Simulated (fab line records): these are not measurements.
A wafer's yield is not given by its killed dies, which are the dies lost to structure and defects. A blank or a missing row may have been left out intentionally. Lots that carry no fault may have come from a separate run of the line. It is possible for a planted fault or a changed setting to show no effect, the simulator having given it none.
A struck lot beside a sound one | flow n5 finfet | 37 out of 1938 route steps
Sound: the wafers L576.1, L576.4, L576.6. Wafers L573.2, L573.3, L573.6 were the ones struck. Last of all comes the cause.
Order at every step that has rows: each side's tool, ch and its chambers, its first start. Under that, the readings that differ: sound wafers | struck wafers | difference of the means | sigmas: that difference in standard deviations of wafers without a fault.
alike: readings whose means differ by less than 2 such deviations, and words and numbers that are the same on both sides. not compared: withheld readings, readings that some wafer has no value for, bounds like >300 that may hide the same value, and numbers for which the record gives no deviation and whose values overlap.
A row with sigmas, a row that says differs or no value, or rows on one side alone: a step with any of these is where the two part. Non-overlapping numbers with no deviation appear without sigmas and do not part them. A reading missing from all wafers of one side parts the sides only when that side holds two or more wafers.

first, 11 steps without rows for these wafers: N5_BEOL_M13_ETCH_59 (etches BARC in N2/H2, target depth 89 nm, overetch 26.7 nm, time 67.9 s); N5_BEOL_M13_VIA_ETCH_16 (etches SiOC in C4F8/O2/Ar, target depth 921.7 nm); N5_BEOL_M13_STRIP_63 (strips in N2/H2); N5_BEOL_M13_STRIP_64 (strips in N2/H2); N5_BEOL_M13_STRIP_71 (strips in post etch residue remover, time 60 s); N5_BEOL_M13_SRD_72 (time 30 s, dry time 30 s); N5_BEOL_M13_COAT_65 (time 60 s, resist thk 350 nm); N5_BEOL_M13_COAT_66 (time 60 s, resist thk 110 nm); N5_BEOL_M13_COAT_22 (resist thk 300 nm); N5_BEOL_M13_EBR_24; N5_BEOL_M13_SOFTBAKE_23 (time 60 s).
N5_BEOL_M13_EXPOSE_25: exposes mask M13, target cd 210 nm.
  sound on krf scanner-02 ch 0, day 16 18:56; struck on krf scanner-01 ch 0, day 16 01:28
  reading              | sound                | struck               | difference | sigmas
  exposure dose mJ cm2 | 21.986 22.026 21.986 | 20.815 20.806 20.826 | -1.184     | -49
  alike: mask
then, 3 steps without rows for these wafers: N5_BEOL_M13_PEB_26 (peb time 90 s); N5_BEOL_M13_DEVELOP_27 (develop time 45 s); N5_BEOL_M13_HARDBAKE_32 (time 120 s).
N5_BEOL_M13_CD_MEAS_28 targets a cd of 209.5 nm.
  sound on cd sem-02 ch 0, day 16 19:07; struck on cd sem-03 ch 0, day 16 01:38
  reading    | sound             | struck            | difference | sigmas
  cd nm (nm) | 207.8 210.6 210.2 | 204.0 204.8 205.3 | -4.8       | -4
N5_BEOL_M13_DESCUM_33: chemistry O2, time 7.9 s.
  sound on rie diel-06 ch 1,2,3, day 16 19:12; struck on rie diel-01 ch 1,2, day 16 02:02
  reading                   | sound           | struck            | difference | sigmas
  model.BEOL_M13.cd nm (nm) | 207.6 210.6 210 | 203.6 204.8 205.4 | -4.8       |
  alike: chamber pressure mTorr, drypump motor current A, oes product au, rf vpp V, showerhead plenum p Torr, throttle valve pct
  not compared: rf hours counter h
then, 6 steps without rows for these wafers: N5_BEOL_M13_ETCH_67 (etches SiARC in CF4, target depth 143 nm, time 238.3 s); N5_BEOL_M13_ETCH_68 (etches SOC in N2/H2, time 355 s); N5_BEOL_M13_STRIP_69 (strips in N2/H2); N5_BEOL_M13_TRENCH_ETCH_34 (etches SiOC in C4F8/O2/Ar, target depth 413.47 nm, time 162.6 s); N5_BEOL_M13_STRIP_70 (strips in C4F8/O2/Ar); N5_BEOL_M13_STRIP_37 (strips in N2/H2).
N5_BEOL_M13_ETCH_38: etches SiCN in CF4/N2, target depth 67.5 nm, time 71.9 s.
  sound on rie diel-01 ch 1,2,3, day 16 23:04; struck on rie diel-06 ch 0,1,3, day 16 07:41
  alike: chamber pressure mTorr, drypump motor current A, oes product au, rf vpp V, showerhead plenum p Torr, throttle valve pct
  not compared: rf hours counter h, model.BEOL_M13.cd nm
then, 12 steps without rows for these wafers: N5_BEOL_M13_PRECLEAN_39 (cleans in residue remover, time 60 s); N5_BEOL_M13_SRD_40 (time 30 s, dry time 30 s); N5_BEOL_M13_DEGAS_41 (time 60 s); N5_BEOL_M13_PRE_CLEAN_42 (time 30 s); N5_BEOL_M13_SPUTTER_43 (material TaN, target thk 15 nm, time 24.19 s); N5_BEOL_M13_SPUTTER_44 (material Ta, target thk 10 nm, time 16.13 s); N5_BEOL_M13_SPUTTER_45 (material Cu, target thk 80 nm, time 13.33 s); N5_BEOL_M13_ECD_47 (material Cu, target thk 936 nm); N5_BEOL_M13_ANNEAL_48 (time 90 s); N5_BEOL_M13_CMP_49 (polishes, stops on SiOC, t overpolish 17.1 s, target thk 420 nm); N5_BEOL_M13_PRE_CLEAN_52 (time 15 s); N5_BEOL_M13_DEP_53 (deposits SiCN from 3MS/NH3, target thk 50 nm, time 17.8 s).
N5_BEOL_M15_RC_MEAS_101:
  sound on prober-02 ch 0, day 17 10:48; struck on prober-02 ch 0, day 17 01:23
  alike: etest temp c, COMB_M10, COMB_M11, COMB_M12, COMB_M12_max_site, COMB_M13, COMB_M14, COMB_M15, COMB_M5, COMB_M5_max_site, COMB_M6, COMB_M7, COMB_M8, COMB_M9, SERP_M10, SERP_M11, SERP_M12, SERP_M13, SERP_M13_max_site, SERP_M14, SERP_M5, SERP_M6, SERP_M7, SERP_M8, SERP_M9

## WHERE THEY PART
First at N5_BEOL_M13_EXPOSE_25; last, within this record, at N5_BEOL_M13_CD_MEAS_28. Later steps at which nothing parts them and some readings are alike: N5_BEOL_M13_DESCUM_33, N5_BEOL_M13_ETCH_38, N5_BEOL_M15_RC_MEAS_101.

WHY: whatever the simulator had introduced
Process parameters drifting: krf scanner-01 at N5_BEOL_M13_EXPOSE_25, beginning at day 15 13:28. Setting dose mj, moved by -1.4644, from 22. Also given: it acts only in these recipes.
